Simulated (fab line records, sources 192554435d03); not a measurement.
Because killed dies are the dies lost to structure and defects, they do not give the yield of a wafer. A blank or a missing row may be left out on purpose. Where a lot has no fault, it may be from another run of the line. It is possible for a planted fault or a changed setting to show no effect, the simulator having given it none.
Chamber matching / flow n5-finfet / pecvd-03 running N5_BEOL_M13_ILD_DEP_00: 3 sister chambers
The step deposits SiOC from DEMS/O2, target thk 837.92 nm, time 166.4 s. 3 wafers are shown with their chamber, then 10 later ones without.

WAFERS PAIRED WITH THEIR CHAMBERS
wafer=L086.1; chamber=1; throttle-valve-pct (%)=12.4
wafer=L086.6; chamber=2; throttle-valve-pct (%)=10.9
wafer=L089.5; chamber=0; throttle-valve-pct (%)=12.1

WAFERS MISSING THEIR CHAMBER
wafer=L089.6; throttle-valve-pct (%)=10.9
wafer=L090.1; throttle-valve-pct (%)=10.7
wafer=L090.2; throttle-valve-pct (%)=12.0
wafer=L090.4; throttle-valve-pct (%)=12.4
wafer=L093.1; throttle-valve-pct (%)=12.2
wafer=L093.3; throttle-valve-pct (%)=12.0
wafer=L093.6; throttle-valve-pct (%)=12.0
wafer=L097.2; throttle-valve-pct (%)=10.9
wafer=L097.5; throttle-valve-pct (%)=11.2
wafer=L097.6; throttle-valve-pct (%)=12.2

WHICH CHAMBER EACH WENT THROUGH
wafer=L089.6; from the rows above=2; in truth=2
wafer=L090.1; from the rows above=2; in truth=2
wafer=L090.2; from the rows above=0; in truth=0
wafer=L090.4; from the rows above=1; in truth=1
wafer=L093.1; from the rows above=can't be placed: 0 or 1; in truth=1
wafer=L093.3; from the rows above=0; in truth=0
wafer=L093.6; from the rows above=0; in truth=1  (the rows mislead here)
wafer=L097.2; from the rows above=2; in truth=2
wafer=L097.5; from the rows above=2; in truth=2
wafer=L097.6; from the rows above=can't be placed: 0 or 1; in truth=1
7 of 10 placed correctly. From these rows, 2 cannot be placed; in 2 the true chamber is one of the candidates. Placed wrongly: 1.
How it was worked out, from the rows above alone: a wafer's distance from a chamber is the root of the sum, over the readings, of the square of ((its reading less the chamber's mean) divided by the reading's scatter). The wafer belongs to the nearest chamber; if the next one is less than 2 further off, it can't be placed. The mean given for a chamber averages the wafers shown for that chamber. The scatter: root of mean squared gap, hidden wafer to nearest shown wafer, with one shown wafer a chamber.
